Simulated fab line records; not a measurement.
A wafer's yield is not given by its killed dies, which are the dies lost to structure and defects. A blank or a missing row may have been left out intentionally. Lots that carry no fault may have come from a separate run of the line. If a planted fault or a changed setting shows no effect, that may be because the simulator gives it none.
Chamber matching || flow nand harc || NHARC_A_STAIRCASE_ETCH_292 on rie diel-09: 4 sister chambers
The step etches the open film in CF4/CHF3. 8 wafers are shown with their chamber, then 9 later ones without.

## WAFERS PAIRED WITH THEIR CHAMBERS
{"wafer": "L081.2", "chamber": 3, "drypump motor current A (A)": 4.7, "showerhead plenum p Torr (Torr)": 1.58}
{"wafer": "L081.5", "chamber": 1, "drypump motor current A (A)": 6.3, "showerhead plenum p Torr (Torr)": 1.55}
{"wafer": "L084.1", "chamber": 1, "drypump motor current A (A)": 6.2, "showerhead plenum p Torr (Torr)": 1.55}
{"wafer": "L084.3", "chamber": 0, "drypump motor current A (A)": 6.1, "showerhead plenum p Torr (Torr)": 1.66}
{"wafer": "L084.6", "chamber": 0, "drypump motor current A (A)": 6.1, "showerhead plenum p Torr (Torr)": 1.66}
{"wafer": "L085.3", "chamber": 3, "drypump motor current A (A)": 4.7, "showerhead plenum p Torr (Torr)": 1.57}
{"wafer": "L085.4", "chamber": 2, "drypump motor current A (A)": 5.0, "showerhead plenum p Torr (Torr)": 1.45}
{"wafer": "L085.6", "chamber": 2, "drypump motor current A (A)": 5.0, "showerhead plenum p Torr (Torr)": 1.45}

## WAFERS WITHOUT THEIR CHAMBER
{"wafer": "L093.1", "drypump motor current A (A)": 5.0, "showerhead plenum p Torr (Torr)": 1.69}
{"wafer": "L093.3", "drypump motor current A (A)": 6.1, "showerhead plenum p Torr (Torr)": 1.65}
{"wafer": "L093.5", "drypump motor current A (A)": 4.7, "showerhead plenum p Torr (Torr)": 1.57}
{"wafer": "L095.2", "drypump motor current A (A)": 6.3, "showerhead plenum p Torr (Torr)": 1.55}
{"wafer": "L095.4", "drypump motor current A (A)": 4.7, "showerhead plenum p Torr (Torr)": 1.56}
{"wafer": "L095.5", "drypump motor current A (A)": 6.2, "showerhead plenum p Torr (Torr)": 1.55}
{"wafer": "L097.2", "drypump motor current A (A)": 6.2, "showerhead plenum p Torr (Torr)": 1.55}
{"wafer": "L097.3", "drypump motor current A (A)": 6.1, "showerhead plenum p Torr (Torr)": 1.65}
{"wafer": "L097.4", "drypump motor current A (A)": 5.0, "showerhead plenum p Torr (Torr)": 1.69}

## THE CHAMBER EACH PASSED THROUGH
{"wafer": "L093.1", "from the rows above": "can't be placed: 0 or 3", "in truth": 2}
{"wafer": "L093.3", "from the rows above": 0, "in truth": 0}
{"wafer": "L093.5", "from the rows above": 3, "in truth": 3}
{"wafer": "L095.2", "from the rows above": 1, "in truth": 1}
{"wafer": "L095.4", "from the rows above": 3, "in truth": 3}
{"wafer": "L095.5", "from the rows above": 1, "in truth": 1}
{"wafer": "L097.2", "from the rows above": 1, "in truth": 1}
{"wafer": "L097.3", "from the rows above": 0, "in truth": 0}
{"wafer": "L097.4", "from the rows above": "can't be placed: 0 or 3", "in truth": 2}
7 of 9 placed correctly. From these rows, 2 cannot be placed; in 0 the true chamber is one of the candidates. Number placed wrongly: 0.
How it was worked out, from the rows above alone: a wafer's distance from a chamber is the root of the sum, over the readings, of the square of ((its reading less the chamber's mean) divided by the reading's scatter). If the next closest chamber is less than 2 further off than the closest, the wafer can't be placed; otherwise it belongs to the closest. A chamber's mean is the mean of its shown wafers. The scatter is the square root of a quotient: the sum, over the shown wafers, of each reading's squared deviation from its chamber's mean, divided by wafers minus chambers.
